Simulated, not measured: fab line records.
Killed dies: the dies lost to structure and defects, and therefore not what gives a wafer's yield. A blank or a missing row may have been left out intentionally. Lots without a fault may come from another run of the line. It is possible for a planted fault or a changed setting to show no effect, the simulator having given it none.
fab line records	flow nandHarc
record lots=13	wafers=38	lastDay=24
route steps=1159 shown A_CONTACT@943 A_BLC@980 END@1159
lots with no fault: from the same line, run without faults
startH: start of the lot's first displayed wafer, in hours after the record's first day	waitH: hours elapsed since this lot's preceding step	" the same as in the row above	L1.1+2: a single row standing in for several wafers	- no value, or no start was given	* or withheld: withheld	< > ~ a bound
route shown NAME@n: NAME is a module with steps in the file, n the number in the route of the first one	usual: the fault-free wafers' mean and standard deviation	same: alike in all rows	chamber/n: place in a boat	sites: readings site by site	_std_site: how widely they spread, as a standard deviation	_edge_site: the outer-site mean with the inner-site mean subtracted	radiusMm: for every site, how far away it sits from the centre of the wafer	mask NAME#n: copy n	behind: the tool/chamber that last shaped the wafer	hold: cause of the lot's hold/its duration in hours/its outcome	device: whichever transistor did not switch (one of n, p or np)	end of line: the route-end tests of the same wafers	a step with no rows: only its recipe	killed: not the wafer's yield, but the dies lost to structure and defects at the first sort	map: a wafer's dies, x killed, . not, _ none there
set.NAME: the setting that was run; set.NAME@STEP: the one run at that earlier step	model.NAME: the simulator's own value behind a step, which no gauge read
steps of the route over a sample of lots; a table a step, a row a wafer
services: the hour from which a tool's chamber was out of use, counted from the record's first day as startH (under 0 if before that day), plus the number of hours and why
## steps
# step NHARC_A_CONTACT_ETCH_134
# recipe sourceW=withheld	pressureMtorr=20	biasV=withheld	timeS=140	targetDepthA=7000	arFlowSccm=withheld	c4f8FlowSccm=withheld	o2FlowSccm=withheld	chemistry=C4F8/O2/Ar
lot.wafer	tool	chamber	startH	waitH	rfHoursCounterH
L426.1	harCapEtch-02	1	386.52	-	12
L426.4	"	0	"	"	-
L426.3	"	1	"	"	-
L427.3	harCapEtch-02	1	391.89	-	-
L427.5	"	1	"	"	-
L427.6	"	0	"	"	-
L428.2	harCapEtch-03	0	393.99	-	87
L428.6	"	0	"	"	-
L428.5	"	1	"	"	-
L429.1	harCapEtch-01	0	397.46	-	62
L429.4	"	1	"	"	-
L429.5	"	0	"	"	-
L430.2	harCapEtch-02	0	409.08	-	16
L430.4	"	0	"	"	-
L430.3	"	1	"	"	-
L432.2	harCapEtch-02	0	418.96	-	17
L432.1	"	1	"	"	17
L432.4	"	0	"	"	-
L433.2	harCapEtch-02	1	443.18	-	20
L433.4	"	1	"	"	-
L433.3	"	0	"	"	-
L434.2	harCapEtch-01	1	444.58	-	69
L434.1	"	0	"	"	69
L434.4	"	0	"	"	-
L438.1	harCapEtch-01	1	452.56	-	71
L438.2	"	0	"	"	71
L438.4	"	1	"	"	-
L441.6	harCapEtch-01	1	470.85	-	-
L441.5	"	0	"	"	-
L444.3	harCapEtch-03	1	495.36	-	-
L444.4	"	0	"	"	-
L444.5	"	1	"	"	-
L445.3	harCapEtch-01	0	506.69	-	-
L445.4	"	1	"	"	-
L445.6	"	0	"	"	-
L447.1	harCapEtch-01	1	514.94	-	80
L447.4	"	0	"	"	-
L447.3	"	1	"	"	-
# step NHARC_A_CONTACT_ETCH_138
# recipe sourceW=withheld	pressureMtorr=20	biasV=3000	timeS=132	targetDepthA=12890	arFlowSccm=withheld	c4f8FlowSccm=withheld	o2FlowSccm=withheld	chemistry=C4F8/O2/Ar
lot.wafer	tool	chamber	startH	waitH	rfHoursCounterH
L426.1	harCapEtch-02	1	387.08	0.1	12
L426.4	"	0	"	"	-
L426.3	"	1	"	"	-
L427.3	harCapEtch-02	1	392.44	0.1	-
L427.5	"	1	"	"	-
L427.6	"	0	"	"	-
L428.2	harCapEtch-03	0	394.55	0.1	87
L428.6	"	0	"	"	-
L428.5	"	1	"	"	-
L429.1	harCapEtch-01	0	398.01	0.1	63
L429.4	"	1	"	"	-
L429.5	"	0	"	"	-
L430.2	harCapEtch-02	0	409.83	0.1	16
L430.4	"	0	"	"	-
L430.3	"	1	"	"	-
L432.2	harCapEtch-02	0	419.53	0.1	17
L432.1	"	1	"	"	17
L432.4	"	0	"	"	-
L433.2	harCapEtch-02	1	443.75	0.1	20
L433.4	"	1	"	"	-
L433.3	"	0	"	"	-
L434.2	harCapEtch-01	1	445.15	0.1	70
L434.1	"	0	"	"	70
L434.4	"	0	"	"	-
L438.1	harCapEtch-01	1	453.13	0.1	72
L438.2	"	0	"	"	72
L438.4	"	1	"	"	-
L441.6	harCapEtch-01	1	471.37	0.1	-
L441.5	"	0	"	"	-
L444.3	harCapEtch-03	1	495.90	0.1	-
L444.4	"	0	"	"	-
L444.5	"	1	"	"	-
L445.3	harCapEtch-01	0	507.66	0.2	-
L445.4	"	1	"	"	-
L445.6	"	0	"	"	-
L447.1	harCapEtch-01	1	515.49	0.1	81
L447.4	"	0	"	"	-
L447.3	"	1	"	"	-
# step NHARC_A_CONTACT_ETCH_98
# recipe targetDepthA=200	overEtchFrac=0.5	timeS=10	ionEnergyEv=250	c4f6FlowSccm=25	o2FlowSccm=20	arFlowSccm=500	rfW=600	biasW=500	chemistry=C4F6/O2
# usual biasW=499.9/1.4	drypumpMotorCurrentA=6.0/0.37	oesProductAu=0.965/0.024	rfVppV=548.9/2.7	showerheadPlenumPTorr=4.02/0.13	throttleValvePct=26.904/0.0094
lot.wafer	tool	chamber	startH	waitH	biasW	drypumpMotorCurrentA	oesProductAu	rfHoursCounterH	rfVppV	showerheadPlenumPTorr	throttleValvePct
L426.1	rieDiel-11	2	-	-	500.7	5.8	1.002	4	545.6	3.88	26.884
L426.4	"	3	"	"	501.5	6.5	1.014	4	541.6	3.67	26.912
L426.3	"	0	"	"	498.1	6.0	1.007	5	547.9	3.99	26.926
L427.3	rieDiel-11	0	-	-	498.9	6.0	0.995	7	547.7	3.99	26.894
L427.6	"	0	"	"	499.7	6.0	1.013	-	547.4	3.99	26.892
L427.5	"	1	"	"	499.6	6.2	1.004	-	550.3	4.04	26.921
L428.2	rieDiel-05	3	-	-	497.7	5.9	0.957	11	550.7	4.12	26.908
L428.5	"	3	"	"	498.9	5.9	0.951	-	553.2	4.12	26.912
L428.6	"	0	"	"	500.2	6.4	0.950	-	549.8	4.07	26.897
L429.4	rieDiel-11	1	-	-	500.3	6.2	0.965	8	550.1	4.04	26.917
L429.1	"	3	"	"	500.9	6.5	0.950	8	540.3	3.67	26.913
L429.5	"	1	"	"	499.8	6.2	0.961	-	548.8	4.04	26.902
L430.3	rieDiel-05	2	-	-	499.6	6.2	0.946	13	548.7	4.03	26.889
L430.4	"	3	"	"	499.2	5.9	0.952	13	551.6	4.12	26.911
L430.2	"	0	"	"	502.2	6.3	0.955	13	550.0	4.07	26.909
L432.2	rieDiel-05	2	-	-	497.8	6.2	0.947	14	551.0	4.03	26.890
L432.1	"	3	"	"	501.0	5.9	0.949	14	551.5	4.11	26.911
L432.4	"	0	"	"	501.3	6.3	0.960	14	550.3	4.07	26.902
L433.2	rieDiel-05	1	-	-	498.8	5.3	0.936	18	549.3	4.11	26.913
L433.3	"	2	"	"	500.7	6.3	0.958	19	548.2	4.03	26.900
L433.4	"	3	"	"	498.9	5.9	0.948	17	549.6	4.11	26.914
L434.1	rieDiel-05	2	-	-	497.5	6.3	0.938	19	548.6	4.03	26.884
L434.2	"	3	"	"	502.3	5.9	0.949	17	550.8	4.11	26.893
L434.4	"	0	"	"	501.5	6.4	0.961	19	549.3	4.07	26.885
L438.4	rieDiel-11	2	-	-	498.2	5.8	0.953	28	546.2	3.87	26.901
L438.1	"	3	"	"	498.5	6.5	0.975	25	542.8	3.66	26.898
L438.2	"	0	"	"	499.8	6.0	0.964	25	548.9	3.98	26.908
L441.5	rieDiel-08	3	-	-	497.3	5.4	0.928	-	542.9	3.76	26.911
L441.6	"	0	"	"	500.3	6.2	0.938	-	548.9	4.02	26.906
L444.4	rieDiel-11	0	-	-	502.5	6.0	0.987	41	547.7	3.97	26.910
L444.3	"	2	"	"	499.2	5.8	0.995	42	545.0	3.86	26.908
L444.5	"	1	"	"	498.4	6.2	1.008	-	548.7	4.02	26.902
L445.3	rieDiel-05	1	508.56	0.1	497.7	5.3	1.001	31	549.8	4.10	26.911
L445.4	"	1	"	"	500.3	5.3	1.008	-	550.5	4.10	26.913
L445.6	"	0	"	"	501.7	6.4	0.998	-	551.3	4.06	26.909
L447.4	rieDiel-08	2	-	-	500.2	5.3	0.969	14	551.3	4.14	26.894
L447.3	"	3	"	"	498.3	5.5	0.952	14	543.2	3.75	26.893
L447.1	"	0	"	"	496.6	6.2	0.962	15	548.0	4.01	26.911
# step NHARC_A_BLC_ETCH_18
# recipe targetDepthA=9100	c4f8FlowSccm=20	o2FlowSccm=10	arFlowSccm=withheld	rfW=600	biasW=1500	chemistry=C4F8/O2/Ar
# usual biasW=1500/4.1	oesProductAu=0.949/0.021	rfVppV=978/4.9
lot.wafer	tool	chamber	startH	waitH	biasW	oesProductAu	rfHoursCounterH	rfVppV
L426.3	rieDiel-13	1	398.59	-	1495	0.916	13	981
L426.4	"	2	"	"	1496	0.922	13	971
L426.1	"	0	"	"	1496	0.926	12	981
L427.3	rieDiel-04	0	403.23	-	1497	0.931	10	979
L427.5	"	0	"	"	1496	0.925	-	978
L427.6	"	1	"	"	1502	0.927	-	980
L428.2	rieDiel-13	1	403.86	-	1505	0.921	14	982
L428.5	"	0	"	"	1499	0.924	-	980
L428.6	"	1	"	"	1497	0.923	-	981
L429.4	rieDiel-09	1	405.26	-	1508	0.919	54	977
L429.1	"	0	"	"	1500	0.925	53	977
L429.5	"	2	"	"	1496	0.916	-	976
L430.4	rieDiel-13	1	414.37	-	1502	0.915	14	980
L430.3	"	2	"	"	1500	0.922	14	972
L430.2	"	3	"	"	1503	0.921	13	980
L432.4	rieDiel-04	1	426.47	-	1492	0.925	14	979
L432.1	"	2	"	"	1490	0.915	13	983
L432.2	"	3	"	"	1498	0.926	13	968
L433.2	rieDiel-04	1	450.30	-	1498	0.938	16	981
L433.4	"	2	"	"	1491	0.933	16	981
L433.3	"	3	"	"	1499	0.941	16	969
L434.2	rieDiel-09	2	450.97	-	1497	0.949	7	978
L434.4	"	3	"	"	1498	0.954	7	986
L434.1	"	1	"	"	1494	0.946	6	976
L438.1	rieDiel-04	1	458.24	-	1499	0.866	18	979
L438.2	"	3	"	"	1502	0.959	17	968
L438.4	"	1	"	"	1501	0.966	-	978
L441.5	rieDiel-04	3	488.33	-	1505	0.865	-	968
L441.6	"	0	"	"	1501	0.971	-	978
L444.3	rieDiel-13	2	503.79	-	1510	0.967	4	972
L444.4	"	3	"	"	1498	0.967	4	981
L444.5	"	2	"	"	1509	0.974	-	971
L445.3	rieDiel-13	2	512.52	-	1503	0.922	5	971
L445.4	"	1	"	"	1507	0.921	5	980
L445.6	"	2	"	"	1501	0.924	-	971
L447.1	rieDiel-13	2	525.82	-	1507	0.978	7	972
L447.4	"	0	"	"	1494	0.957	6	981
L447.3	"	1	"	"	1500	0.967	7	981
# step NHARC_END_SORT_01
# recipe tempC=25
# usual killedAtArray=27/10	killedAtOther=0.6/1	killedAtPeriphery=3.4/2.7	killedDies=31/9.7	killedOpen=3.4/1.7	killedShort=2.2/1.5
# same grossDies=677
lot.wafer	tool	chamber	startH	waitH	killedAtArray	killedAtOther	killedAtPeriphery	killedDies	killedOpen	killedShort
L438.1	prober-02	0	502.81	2.5	677	0	0	677	1	0
L438.2	prober-02	0	503.62	2.8	16	0	0	16	3	2
L438.4	prober-02	0	505.23	3.4	17	0	6	23	3	3
L441.5	prober-02	0	543.88	3.7	673	2	2	677	2	2
L441.6	prober-02	0	544.68	4.0	32	1	1	34	6	2
# killed by level:class
L438.1 A_BLC:areaEtch=664 A_CHANNEL_HOLE_D1:chamberFilmFlake=4 A_SLIT:chamberFilmFlake=4 A_STAIRCASE:chamberFilmFlake=2 A_CONTACT:chamberFilmFlake=2 A_ONON_D1:geometricParticle:open=1
L438.2 A_CONTACT:chamberFilmFlake=5 A_STAIRCASE:chamberFilmFlake=3 A_WL_FILL:geometricParticle:short=2 A_CONTACT:geometricParticle:open=2 A_ONON_D1:geometricParticle:open=1 A_ZERO_WELL:chamberFilmFlake=1 A_CHANNEL_HOLE_D1:chamberFilmFlake=1 A_SLIT:chamberFilmFlake=1
L438.4 A_CONTACT:chamberFilmFlake=5 A_CHANNEL_FILL_D1:geometricParticle:short=3 A_CHANNEL_HOLE_D1:chamberFilmFlake=3 A_STAIRCASE:chamberFilmFlake=3 A_SLIT:chamberFilmFlake=3 P_GATE:geometricParticle:open=1 P_M0:geometricParticle:open=1 P_M2:geometricParticle:open=1
L441.5 A_BLC:areaEtch=648 A_CHANNEL_HOLE_D1:chamberFilmFlake=16 A_ZERO_WELL:chamberFilmFlake=2 A_CONTACT:chamberFilmFlake=2 A_M1:chamberFilmFlake=2 THIN_TSV:chamberFilmFlake=2 P_GATE:geometricParticle:short=1 P_GATE:geometricParticle:open=1
L441.6 A_CHANNEL_HOLE_D1:chamberFilmFlake=14 A_CONTACT:chamberFilmFlake=4 A_M1:chamberFilmFlake=4 A_ONON_D1:geometricParticle:short=2 A_CONTACT:geometricParticle:open=2 A_STAIRCASE:chamberFilmFlake=2 P_M0:geometricParticle:open=1 A_ONON_D1:geometricParticle:open=1
## services
tool	chamber	startH	hours	kind
rieDiel-11	-	366.51	9.0	pm
rieDiel-05	0	374.12	-	clean
rieDiel-05	1	374.12	-	clean
rieDiel-05	2	374.12	-	clean
rieDiel-05	3	374.12	-	clean
rieDiel-13	0	383.04	-	clean
rieDiel-13	1	383.04	-	clean
rieDiel-13	3	384.56	8.6	repair
rieDiel-08	2	418.57	3.9	repair
rieDiel-09	-	431.10	9.0	pm
rieDiel-05	3	433.93	4.6	repair
rieDiel-08	2	440.89	3.3	repair
rieDiel-13	-	453.00	9.0	pm
rieDiel-04	2	456.85	3.1	repair
rieDiel-04	-	466.09	9.0	pm
rieDiel-08	-	479.31	9.0	pm
harCapEtch-01	-	481.07	0.2	repair
rieDiel-09	1	483.42	2.3	repair
rieDiel-04	2	490.01	6.0	repair
rieDiel-04	0	495.67	81.4	repair
rieDiel-05	3	497.47	16.2	repair
harCapEtch-02	-	509.96	0.2	repair
harCapEtch-03	-	516.82	0.2	repair
rieDiel-05	-	517.74	9.0	pm
## key
firstSign step=NHARC_A_BLC_ETCH_18	reading=oesProductAu	direction=down	sigmas=3.9	usual=0.949	struck=0.866
effect step=NHARC_END_SORT_01	reading=killedDies	direction=up	sigmas=67	usual=31	struck=677
moreKillsBornAt NHARC_A_BLC_ETCH_18@rieDiel-04=1312
metAt NHARC_A_BLC_ETCH_18
struckLots L438,L441
struckWafers L438.1,L441.5
laterRowsLeftOut L438.1,L441.5
testerLeftOut L438,L441
notActingAt NHARC_A_CONTACT_ETCH_134,NHARC_A_CONTACT_ETCH_138,NHARC_A_CONTACT_ETCH_98
onsetBetween 450.30 458.24
fault kind=processParameterDrift	tool=rieDiel-04	chamber=-	onsetH=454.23	steps=NHARC_A_BLC_ETCH_18	channel=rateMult	offset=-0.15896	shape=step	endH=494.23	scope=struckWafersOnly
# testerLeftOut: of these lots the tester's yield and bins aren't shown, on N5 and GAA mostly nor the transistor test; their killed dies are dies lost to structure and defects alone, not to doping, threshold or leakage, so they don't give the yield
# laterRowsLeftOut: the simulator's readings of these wafers behind a module that went badly wrong aren't trusted and aren't shown, but for the sort
